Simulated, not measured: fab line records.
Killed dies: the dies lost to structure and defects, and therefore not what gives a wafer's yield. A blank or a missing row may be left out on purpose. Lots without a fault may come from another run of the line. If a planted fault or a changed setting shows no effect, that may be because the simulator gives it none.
Chamber matching | flow nand harc | NHARC_A_BLC_DESCUM_15 on rie diel-04 has 4 sister chambers
The step chemistry O2, time 3 s. 20 wafers are shown with their chamber, then 10 later ones without.

## WAFERS WITH THEIR CHAMBER
wafer  | chamber | showerhead plenum p Torr (Torr) | oes product au (a.u.) | throttle valve pct (%)
L079.2 | 2       | 2.03                            | 1.015                 | 11.312
L079.3 | 0       | 2.03                            | 0.999                 | 11.326
L079.6 | 1       | 2.01                            | 0.995                 | 11.288
L081.3 | 0       | 2.03                            | 0.997                 | 11.304
L081.5 | 0       | 2.03                            | 0.995                 | 11.309
L081.6 | 3       | 1.88                            | 1.002                 | 11.300
L083.2 | 1       | 2.01                            | 0.990                 | 11.321
L083.3 | 3       | 1.88                            | 1.008                 | 11.307
L083.4 | 3       | 1.88                            | 1.017                 | 11.317
L082.3 | 2       | 2.03                            | 1.005                 | 11.315
L082.5 | 2       | 2.03                            | 1.012                 | 11.307
L082.6 | 1       | 2.00                            | 1.014                 | 11.318
L085.1 | 3       | 1.88                            | 1.016                 | 11.305
L085.2 | 2       | 2.02                            | 0.993                 | 11.325
L085.6 | 1       | 2.00                            | 1.002                 | 11.315
L089.3 | 1       | 2.00                            | 1.004                 | 11.304
L089.5 | 1       | 2.00                            | 1.004                 | 11.305
L089.6 | 2       | 2.02                            | 1.001                 | 11.315
L091.1 | 3       | 1.88                            | 1.010                 | 11.312
L091.3 | 0       | 2.03                            | 0.998                 | 11.300

SIGNATURES, as means of the wafers listed above
reading                  | chamber 0 | chamber 1 | chamber 2 | chamber 3 | scatter within a chamber
showerhead plenum p Torr | 2.0300    | 2.0033    | 2.0260    | 1.8800    | 0.00398
oes product au           | 0.99725   | 1.00150   | 1.00520   | 1.01060   | 0.00712
throttle valve pct       | 11.30975  | 11.30850  | 11.31480  | 11.30820  | 0.00961
Rule: for each reading, subtract the chamber's mean from the wafer's reading, divide by that reading's scatter and square the result; add these up over the readings and take the root, which gives the wafer's distance from the chamber. The wafer belongs to the nearest chamber; if the next one is less than 2 further off, it can't be placed. How the scatter is found: for the shown wafers, subtract from each reading the mean of its chamber, square and add these, divide the total by (wafers less chambers), then take the root.

## WAFERS WITHOUT THEIR CHAMBER
wafer  | showerhead plenum p Torr (Torr) | oes product au (a.u.) | throttle valve pct (%)
L091.5 | 2.00                            | 0.999                 | 11.312
L090.3 | 2.02                            | 0.995                 | 11.309
L090.4 | 1.88                            | 1.002                 | 11.307
L090.6 | 2.03                            | 0.986                 | 11.323
L093.3 | 2.03                            | 1.007                 | 11.312
L093.4 | 1.88                            | 1.012                 | 11.317
L093.5 | 2.00                            | 0.994                 | 11.310
L094.1 | 1.88                            | 1.027                 | 11.314
L094.2 | 2.00                            | 1.005                 | 11.325
L094.5 | 2.00                            | 1.006                 | 11.289

## WHICH CHAMBER EACH ONE RAN IN
wafer  | from the rows above     | in truth
L091.5 | 1                       | 1
L090.3 | can't be placed: 2 or 0 | 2
L090.4 | 3                       | 3
L090.6 | can't be placed: 0 or 2 | 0
L093.3 | can't be placed: 2 or 0 | 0
L093.4 | 3                       | 3
L093.5 | 1                       | 1
L094.1 | 3                       | 3
L094.2 | 1                       | 1
L094.5 | 1                       | 1
Correct placement for 7 of the 10. Unplaceable from these rows: 3, with the true chamber sitting among the candidates in 3. Placed wrongly: 0.
